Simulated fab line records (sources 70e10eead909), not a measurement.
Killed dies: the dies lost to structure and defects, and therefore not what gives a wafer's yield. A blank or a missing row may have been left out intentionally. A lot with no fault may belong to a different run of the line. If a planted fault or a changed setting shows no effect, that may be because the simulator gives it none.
2 desks looking at one fault + flow nand-harc + numbers are kept per desk, each desk with only its own; the story behind them comes last

## AT THE METROLOGY DESK
Means of the sampled wafers that have a number, per lot and without regard to the tool the lot ran on: this is what the gauges read. If a lot's mean is further than 4 standard deviations from the usual mean, the lot is out of limits and carries the mark OUT (the distance appears in the brackets).
Columns: A = cd-nm at NHARC_A_SLIT_CD_MEAS_21, usual 290.0 nm
| lot  | first seen here | A     |
|------|-----------------|-------|
| L441 | day 20 19:40    | 290.3 |
| L443 | day 20 23:08    | 289.2 |
| L445 | day 21 22:45    | 289.9 |
| L446 | day 22 00:51    | 290.3 |
| L447 | day 22 17:21    | 290.0 |
| L451 | day 24 08:05    | 291.0 |
| L454 | day 25 22:17    | 289.1 |
| L458 | day 27 09:56    | 289.2 |
| L459 | day 27 10:50    | 289.7 |
| L461 | day 28 14:33    | 290.2 |
| L462 | day 28 14:55    | 289.4 |
| L460 | day 28 18:22    | 290.2 |
| L463 | day 29 16:32    | 290.4 |
Finding of this desk: none of the 13 lots has anything out of limits.

## THE TOOL OWNER'S DESK: cvd-w-02
The tool's own readings at NHARC_A_WL_FILL_CVD_03 (deposits W, target thk 40 nm, time 279 s): means of the sampled wafers that have a number, for each lot that ran on this tool. If a lot's mean is further than 4 standard deviations from the usual mean, the lot is out of limits and carries the mark OUT (the distance appears in the brackets).
Columns: A = heater-power-w at NHARC_A_WL_FILL_CVD_03, usual 454 W; B = throttle-valve-pct at NHARC_A_WL_FILL_CVD_03, usual 7.88 %
| lot  | first seen here | A   | B    |
|------|-----------------|-----|------|
| L443 | day 21 06:49    | 447 | 7.89 |
| L446 | day 22 08:28    | 443 | 7.73 |
| L447 | day 23 01:02    | 446 | 7.92 |
| L451 | day 24 16:44    | 425 | 8.09 |
| L454 | day 26 05:59    | 442 | 7.90 |
| L461 | day 28 22:08    | 463 | 7.89 |
| L460 | day 29 02:31    | 459 | 7.70 |
| L463 | day 30 00:20    | 461 | 7.95 |
Finding of this desk: none of the 8 lots has anything out of limits.

## BROUGHT TOGETHER
From the metrology desk's view, nothing was out of limits.
Nothing out of limits was seen by the tool owner's desk.

## WHAT THE SIMULATOR HAD INSERTED
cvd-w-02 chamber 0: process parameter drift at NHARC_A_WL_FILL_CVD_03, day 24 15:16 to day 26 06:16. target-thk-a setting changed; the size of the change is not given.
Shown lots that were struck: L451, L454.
